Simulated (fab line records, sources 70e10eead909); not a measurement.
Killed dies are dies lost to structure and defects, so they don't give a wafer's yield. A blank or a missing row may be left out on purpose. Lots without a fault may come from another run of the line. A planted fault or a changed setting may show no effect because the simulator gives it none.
fab line records | flow nand_harc
record lots=13 wafers=39 last_day=24
route steps=1159 shown A_CONTACT@876 A_BONDPAD@1083 THIN_TSV@1120 END@1159
lots that met no fault: from a run of the same line without faults
start_h: hours from the record's first day to the start of the lot's first wafer shown | wait_h: hours since the lot's step before | " the same as in the row above | L1.1+2: a row that stands for several wafers | - no value, or no start given | * or withheld: withheld | < > ~ a bound
route shown NAME@n: a module of which the file shows steps, and the number in the route of the first | usual: mean/standard deviation of fault-free wafers | same: alike in all rows | chamber/n: place in a boat | sites: the reading at each site | _std_site: their standard deviation | _edge_site: outer sites' mean less inner sites' | radius_mm: how far each site lies from the wafer's centre | mask NAME#n: copy n | behind: the tool/chamber that last shaped the wafer | hold: why the lot was held/for how many hours/how that ended | device: the transistor (n, p or np) that didn't switch | end of line: the same wafers' tests at the end of the route | a step without rows: its recipe alone | killed: dies lost to structure and defects at the first sort, not the wafer's yield | map: a wafer's dies, x killed, . not, _ none there
set.NAME: the setting as run; set.NAME@STEP: as run at that earlier step | model.NAME: the simulator's own value behind a step, which no gauge read
steps of the route over a sample of lots; a table a step, a row a wafer
services: from which hour (start_h, from the record's first day; less than 0 if before it) a tool's chamber was out of use, for how many hours, and why
## steps
# step NHARC_A_CONTACT_ETCH_96
# recipe target_depth_a=200 over_etch_frac=0.5 time_s=10 ion_energy_ev=250 c4f6_flow_sccm=25 o2_flow_sccm=20 ar_flow_sccm=500 rf_w=600 bias_w=500 chemistry=C4F6/O2
# usual drypump_motor_current_A=5.6/0.51 oes_product_au=0.979/0.026 rf_vpp_V=546.0/2.8 showerhead_plenum_p_Torr=3.88/0.13 throttle_valve_pct=26.904/0.0095
# columns lot.wafer tool chamber start_h wait_h drypump_motor_current_A oes_product_au rf_hours_counter_h rf_vpp_V showerhead_plenum_p_Torr throttle_valve_pct
L318.2 rie_diel-10 0 375.26 - 5.3 0.959 3 547.9 4.02 26.908
L318.1 " 1 " " 6.8 0.978 3 545.6 3.84 26.899
L318.3 " 2 " " 5.3 0.984 3 541.8 3.67 26.902
L319.3 rie_diel-03 2 381.81 - 5.2 0.969 61 548.7 4.02 26.904
L319.2 " 0 " " 5.1 0.995 62 545.5 3.88 26.898
L319.6 " 2 " " 5.2 0.970 - 547.9 4.01 26.914
L320.3 rie_diel-10 3 382.58 - 5.5 0.944 5 543.4 3.72 26.893
L320.2 " 0 " " 5.3 0.964 6 548.3 4.02 26.896
L320.1 " 1 " " 6.8 1.001 5 545.0 3.84 26.893
L321.4 rie_diel-10 3 388.71 - 5.5 0.972 6 543.8 3.72 26.896
L321.1 " 1 " " 6.8 0.998 6 545.4 3.84 26.911
L321.6 " 0 " " 5.3 1.000 - 549.1 4.02 26.900
L325.2 rie_diel-03 1 401.65 - 4.9 1.011 0 547.7 3.97 26.897
L325.5 " 0 " " 5.1 0.994 - 546.0 3.87 26.902
L325.6 " 1 " " 4.9 1.013 - 548.7 3.97 26.915
L323.4 rie_diel-10 2 413.27 - 5.3 1.020 9 541.5 3.66 26.889
L323.1 " 3 " " 5.5 0.998 10 542.7 3.72 26.904
L323.5 " 0 " " 5.3 1.024 - 548.9 4.02 26.912
L327.3 rie_diel-12 2 429.87 - 6.1 0.995 17 551.0 4.08 26.893
L327.4 " 3 " " 5.3 0.997 16 547.7 3.96 26.887
L327.5 " 0 " " 5.6 0.992 - 547.3 3.98 26.902
L329.3 rie_diel-10 3 436.14 - 5.5 0.921 15 543.8 3.72 26.895
L329.2 " 1 " " 6.8 0.943 15 545.1 3.83 26.891
L329.5 " 2 " " 5.4 0.941 - 543.0 3.66 26.900
L326.4 rie_diel-10 0 440.06 - 5.3 0.961 14 549.2 4.02 26.905
L326.6 " 3 " " 5.5 0.927 - 543.1 3.72 26.901
L326.5 " 0 " " 5.3 0.960 - 549.7 4.02 26.901
L333.4 rie_diel-12 3 467.86 - 5.3 0.950 29 546.7 3.96 26.893
L333.6 " 1 " " 5.9 0.946 - 543.9 3.75 26.894
L333.5 " 2 " " 6.1 0.942 - 551.0 4.07 26.916
L339.4 rie_diel-03 0 509.28 - 5.1 0.959 36 544.7 3.85 26.891
L339.1 " 1 " " 4.9 0.955 38 547.6 3.95 26.886
L339.6 " 2 " " 5.2 0.971 - 547.6 3.99 26.897
L338.4 rie_diel-12 0 511.70 - 5.6 0.970 49 548.2 3.96 26.904
L338.3 " 3 " " 5.3 0.965 46 549.0 3.95 26.899
L338.6 " 1 " " 5.9 0.958 - 543.1 3.74 26.911
L340.1 rie_diel-03 2 514.24 - 5.2 1.008 43 547.4 3.98 26.913
L340.4 " 0 " " 5.1 0.985 39 544.5 3.85 26.910
L340.5 " 2 " " 5.2 1.014 - 549.3 3.98 26.900
# step NHARC_A_BONDPAD_PRE_CLEAN_26
# recipe time_s=30 temp_c=280 gas=H2/He
# usual heater_power_w=426/52
# columns lot.wafer tool chamber start_h wait_h heater_power_w
L318.3 pvd_sputter-01 - - - 424
L318.2 " - " " 439
L318.1 " - " " 542
L319.3 pvd_sputter-01 - - - 437
L319.2 " - " " 348
L319.6 " - " " 422
L320.2 pvd_sputter-03 - - - 424
L320.1 " - " " 395
L320.3 " - " " 405
L321.1 pvd_sputter-03 - - - 390
L321.4 " - " " 419
L321.6 " - " " 417
L325.2 pvd_sputter-01 - - - 360
L325.5 " - " " 418
L325.6 " - " " 451
L323.1 pvd_sputter-01 - - - 540
L323.4 " - " " 419
L323.5 " - " " 538
L327.3 pvd_sputter-03 - - - 429
L327.4 " - " " 385
L327.5 " - " " 442
L329.2 pvd_sputter-02 - - - 433
L329.3 " - " " 444
L329.5 " - " " 437
L326.4 pvd_sputter-03 - - - 434
L326.6 " - " " 395
L326.5 " - " " 415
L333.4 pvd_sputter-02 - - - 444
L333.6 " - " " 438
L333.5 " - " " 460
L339.4 pvd_sputter-02 - - - 358
L339.1 " - " " 420
L339.6 " - " " 439
L338.3 pvd_sputter-02 - - - 447
L338.4 " - " " 358
L338.6 " - " " 403
L340.1 pvd_sputter-03 - - - 491
L340.4 " - " " 406
L340.5 " - " " 407
# step NHARC_A_BONDPAD_CMP_19
# recipe t_overpolish_s=30 cu_recess_touch_s=16 target_thk_nm=169.8
# usual motor_current_A=11.8/1.2 overpolish_run_s=30.000/0.0096
# columns lot.wafer tool chamber start_h wait_h motor_current_A overpolish_run_s
L318.1 cmp-02 0 413.35 - 11.3 29.993
L318.2 " 1 " " 12.1 29.980
L318.3 " 2 " " 10.8 30.024
L319.2 cmp-01 3 419.06 - 11.3 30.009
L319.3 " 0 " " 11.9 30.000
L319.6 " 0 " " 11.3 30.012
L320.1 cmp-04 1 422.63 - 13.1 29.988
L320.3 " 3 " " 9.4 30.003
L320.2 " 0 " " 10.3 30.009
L321.1 cmp-01 1 423.67 - 11.8 29.993
L321.4 " 2 " " 13.9 29.997
L321.6 " 1 " " 12.0 30.001
L325.2 cmp-01 2 447.09 - 13.7 30.013
L325.6 " 1 " " 12.3 30.012
L325.5 " 2 " " 13.9 29.993
L323.1 cmp-02 2 452.94 - 10.9 30.013
L323.4 " 1 " " 12.7 30.015
L323.5 " 2 " " 10.3 30.002
L327.3 cmp-04 3 463.45 - 9.6 29.997
L327.4 " 0 " " 10.0 30.004
L327.5 " 3 " " 10.0 30.007
L329.3 cmp-01 3 468.40 - 11.7 30.004
L329.2 " 0 " " 11.8 29.983
L329.5 " 3 " " 10.8 29.985
L326.4 cmp-01 2 471.50 - 14.3 29.997
L326.6 " 2 " " 14.5 30.006
L326.5 " 3 " " 11.6 30.011
L333.4 cmp-02 3 515.35 - 11.6 29.966
L333.5 " 0 " " 10.8 30.003
L333.6 " 1 " " 13.1 30.007
L339.4 cmp-01 0 541.78 - 11.4 29.992
L339.1 " 1 " " 11.7 29.983
L339.6 " 3 " " 11.1 29.996
L338.3 cmp-02 3 544.00 - 12.2 30.001
L338.4 " 0 " " 11.2 30.002
L338.6 " 2 " " 10.8 29.987
L340.1 cmp-01 2 555.84 - 14.5 30.000
L340.4 " 0 " " 11.3 30.004
L340.5 " 2 " " 15.0 29.994
# step NHARC_THIN_TSV_ETCH_15
# recipe target_depth_a=30000 bosch_target_overetch_cycles=2 bosch_etch_step_s=2.8 bosch_dep_step_s=1.2 bosch_cycles=14
# usual drypump_motor_current_A=5.7/0.48
# same bosch_cycles=14
# columns lot.wafer tool chamber start_h wait_h drypump_motor_current_A rf_hours_counter_h
L318.3 rie_si-06 3 432.98 - 6.1 0.6
L318.1 " 0 " " 6.0 0.6
L318.2 " 2 " " 6.2 0.5
L319.2 rie_si-02 0 433.62 - 4.9 0.3
L319.3 " 2 " " 5.2 0.3
L319.6 " 0 " " 4.9 -
L320.3 rie_si-02 0 435.15 - 4.9 0.3
L320.2 " 1 " " 5.2 0.3
L320.1 " 2 " " 5.2 0.3
L321.1 rie_si-06 2 439.59 - 6.3 0.6
L321.4 " 3 " " 6.1 0.7
L321.6 " 2 " " 6.2 -
L325.2 rie_si-02 1 460.86 - 5.2 0.5
L325.6 " 1 " " 5.2 -
L325.5 " 2 " " 5.3 -
L323.1 rie_si-03 0 470.32 - 6.2 1.2
L323.4 " 1 " " 6.0 1.3
L323.5 " 0 " " 6.2 -
L327.4 rie_si-03 2 481.15 - 5.8 1.5
L327.3 " 0 " " 6.2 1.4
L327.5 " 1 " " 6.0 -
L329.2 rie_si-02 3 483.44 - 5.1 0.7
L329.3 " 0 " " 4.8 0.8
L329.5 " 3 " " 5.1 -
L326.4 rie_si-03 1 485.37 - 6.0 1.6
L326.6 " 0 " " 6.2 -
L326.5 " 1 " " 6.0 -
L333.4 rie_si-06 1 529.23 - 5.2 1.3
L333.6 " 3 " " 6.1 -
L333.5 " 0 " " 5.9 -
L339.4 rie_si-03 3 555.64 - 6.2 0.3
L339.1 " 1 " " 6.0 0.3
L339.6 " 2 " " 5.8 -
L338.4 rie_si-06 2 556.87 - 6.2 0.1
L338.3 " 3 " " 6.1 0.1
L338.6 " 1 " " 5.2 -
L340.1 rie_si-06 0 569.62 - 5.9 0.2
L340.4 " 1 " " 5.2 0.1
L340.5 " 3 " " 6.1 -
# step NHARC_END_SORT_01
# recipe temp_c=25
# usual killed_at_array=28/11 killed_at_other=0.5/0.87 killed_at_periphery=2.9/2.2 killed_dies=32/11 killed_open=3.2/1.9 killed_short=1.8/1.4
# same gross_dies=677
# columns lot.wafer tool chamber start_h wait_h killed_at_array killed_at_other killed_at_periphery killed_dies killed_open killed_short
L329.2 prober-02 0 507.65 2.8 72 0 2 74 4 0
L329.3 prober-02 0 508.44 3.1 73 0 0 73 4 0
L329.5 prober-02 0 510.03 3.7 61 0 0 61 2 0
L326.4 prober-01 0 510.89 3.4 88 0 9 97 4 0
L326.5 prober-01 0 511.67 3.6 83 0 10 93 6 0
L326.6 prober-01 0 512.46 3.9 78 0 2 80 2 1
# killed by level:class
L329.2 A_CONTACT:unspecified=58 A_STAIRCASE:chamber_film_flake=4 A_CHANNEL_HOLE_D1:chamber_film_flake=3 A_WL_FILL:chamber_film_flake=2 A_ONON_D1:geometric_particle:open=1 A_CHANNEL_FILL_D1:geometric_particle:open=1 A_SLIT:geometric_particle:open=1 A_M1:geometric_particle:open=1
L329.3 A_CONTACT:unspecified=55 A_STAIRCASE:chamber_film_flake=6 A_WL_FILL:chamber_film_flake=3 A_CONTACT:chamber_film_flake=3 A_CHANNEL_HOLE_D1:chamber_film_flake=2 A_CHANNEL_FILL_D1:geometric_particle:open=1 A_WL_FILL:geometric_particle:open=1 A_CONTACT:geometric_particle:open=1
L329.5 A_CONTACT:unspecified=46 A_STAIRCASE:chamber_film_flake=7 A_CHANNEL_HOLE_D1:chamber_film_flake=2 A_WL_FILL:chamber_film_flake=2 A_CONTACT:chamber_film_flake=2 A_ONON_D1:geometric_particle:open=1 A_M0:geometric_particle:open=1
L326.4 A_CONTACT:unspecified=61 A_SLIT:chamber_film_flake=12 A_STAIRCASE:chamber_film_flake=8 P_M2:chamber_film_flake=7 A_CHANNEL_FILL_D1:geometric_particle:open=2 A_CHANNEL_HOLE_D1:chamber_film_flake=2 A_CONTACT:chamber_film_flake=2 P_M0:geometric_particle:open=1
L326.5 A_CONTACT:unspecified=63 A_SLIT:chamber_film_flake=8 A_CHANNEL_HOLE_D1:chamber_film_flake=6 P_M2:chamber_film_flake=4 P_M0:geometric_particle:open=3 P_STI:chamber_film_flake=2 P_CONTACT:geometric_particle:open=1 A_CHANNEL_FILL_D1:geometric_particle:open=1
L326.6 A_CONTACT:unspecified=58 A_SLIT:chamber_film_flake=8 A_STAIRCASE:chamber_film_flake=5 A_ONON_D1:geometric_particle:short=1 A_CONTACT:geometric_particle:open=1 A_M0:geometric_particle:open=1 P_STI:chamber_film_flake=1 P_M2:chamber_film_flake=1
## services
# columns tool chamber start_h hours kind
rie_diel-10 - 353.64 9.0 pm
pvd_sputter-01 - 354.60 10.0 pm
rie_si-06 - 360.00 9.0 pm
cmp-01 - 375.59 4.0 pm
pvd_sputter-03 - 385.16 5.4 repair
rie_si-02 - 388.00 9.0 pm
pvd_sputter-02 - 392.04 10.0 pm
rie_diel-03 - 392.39 9.0 pm
pvd_sputter-02 - 404.82 3.2 repair
pvd_sputter-02 - 409.01 45.5 repair
rie_si-03 - 417.59 0.5 repair
rie_diel-10 0 425.60 8.0 repair
pvd_sputter-03 - 432.20 14.7 repair
cmp-01 - 473.59 4.0 pm
rie_diel-10 2 474.83 1.8 repair
rie_diel-10 1 490.87 4.7 repair
pvd_sputter-03 - 500.41 9.1 repair
pvd_sputter-03 - 509.99 10.0 pm
rie_si-06 1 526.52 2.2 repair
rie_diel-10 - 530.64 9.0 pm
rie_si-06 - 537.00 9.0 pm
cmp-01 - 542.51 0.5 repair
rie_diel-10 - 544.50 0.4 repair
rie_si-06 1 549.41 6.5 repair
## key
first_sign step=NHARC_END_SORT_01 reading=killed_dies direction=up sigmas=4.4 usual=32 struck=80
effect step=NHARC_END_SORT_01 reading=killed_at_array direction=up sigmas=4.3 usual=28 struck=76
more_kills_born_at NHARC_A_CONTACT_ETCH_96@rie_diel-10=341
met_at NHARC_A_CONTACT_ETCH_96
struck_lots L326,L329
tester_left_out L326,L329
not_acting_at NHARC_A_BONDPAD_PRE_CLEAN_26,NHARC_A_BONDPAD_CMP_19,NHARC_THIN_TSV_ETCH_15
onset_between 413.27 436.14
fault kind=chamber_particle_source tool=rie_diel-10 chamber=- onset_h=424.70 steps=NHARC_A_CONTACT_ETCH_96 rate_per_visit_cm2=0.52528 end_h=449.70
# tester_left_out: of these lots the tester's yield and bins aren't shown, on N5 and GAA mostly nor the transistor test; their killed dies are dies lost to structure and defects alone, not to doping, threshold or leakage, so they don't give the yield
